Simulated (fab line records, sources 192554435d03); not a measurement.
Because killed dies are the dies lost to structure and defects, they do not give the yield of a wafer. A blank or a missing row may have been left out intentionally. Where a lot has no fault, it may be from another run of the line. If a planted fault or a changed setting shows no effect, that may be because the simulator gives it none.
2 desks, one fault -- flow n5 finfet -- what lay behind the numbers comes last; until then each desk has only its own

== DESK OF THE TOOL OWNER: litho track-05 ==
The tool's own readings at N5_BEOL_M3_COAT_76 (time 60 s, resist thk 5 nm): means of the sampled wafers that have a number, for each lot that ran on this tool. If a lot's mean is further than 4 standard deviations from the usual mean, the lot is out of limits and carries the mark OUT (the distance appears in the brackets).
Columns: A = spin speed rpm at N5_BEOL_M3_COAT_76, usual 1500.1 rpm
lot,first seen here,A
L775,day 8 07:17,1460.7 (-42) OUT
L779,day 9 02:11,1459.6 (-44) OUT
L792,day 12 08:55,1499.3
This desk's finding: out of limits on L775, L779; first on L775, day 8 07:17 (spin speed rpm at N5_BEOL_M3_COAT_76). L792: within limits.

== METROLOGY DESK ==
Lot by lot, what the gauges showed, no matter which tool ran the lot: averages of those sampled wafers that carry a number. If a lot's mean is further than 4 standard deviations from the usual mean, the lot is out of limits and carries the mark OUT (the distance appears in the brackets). It has 10 readings; the 7 that lie furthest out on some lot are the ones shown.
Columns: A = DIBL_N at N5_BEOL_M4_RC_MEAS_101, usual 36.0 mV/V; B = DIBL_P at N5_BEOL_M4_RC_MEAS_101, usual 35.9 mV/V; C = IOFF_P at N5_BEOL_M4_RC_MEAS_101, usual 0.21 nA/um; D = ION_N at N5_BEOL_M4_RC_MEAS_101, usual 675 uA/um; E = ION_P at N5_BEOL_M4_RC_MEAS_101, usual 462 uA/um; F = SS_N at N5_BEOL_M4_RC_MEAS_101, usual 71.5 mV/dec; G = VT_P at N5_BEOL_M4_RC_MEAS_101, usual -251 mV
lot,first seen here,A,B,C,D,E,F,G
L775,day 9 05:26,37.8,38.2,0.22,665,454,72.0,-253
L779,day 9 20:30,37.0,35.3,0.27,692,481,71.5,-244
L786,day 12 03:56,34.7,35.1,0.19,675,466,70.8,-251
L792,day 13 07:44,37.3,37.0,0.23,671,464,71.8,-250
Result from this desk: across the 4 lots, nothing is out of limits.

== TAKEN TOGETHER ==
At day 8 07:17, on L775, L779, the tool owner's desk was in a position to raise an alarm.
At the metrology desk, nothing out of limits was observed.
The metrology desk holds a record of L775, L779, inside its limits.
N5_BEOL_M3_COAT_76 was run on litho track-05 by each of the lots named.

== WHAT THE SIMULATOR PUT IN ==
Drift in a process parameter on litho track-05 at N5_BEOL_M3_COAT_76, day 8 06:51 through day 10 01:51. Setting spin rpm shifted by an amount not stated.
Struck lots among those shown: L775, L779.
Delay in hours, fault start to first out-of-limits reading, by desk: the tool owner's desk at 0.
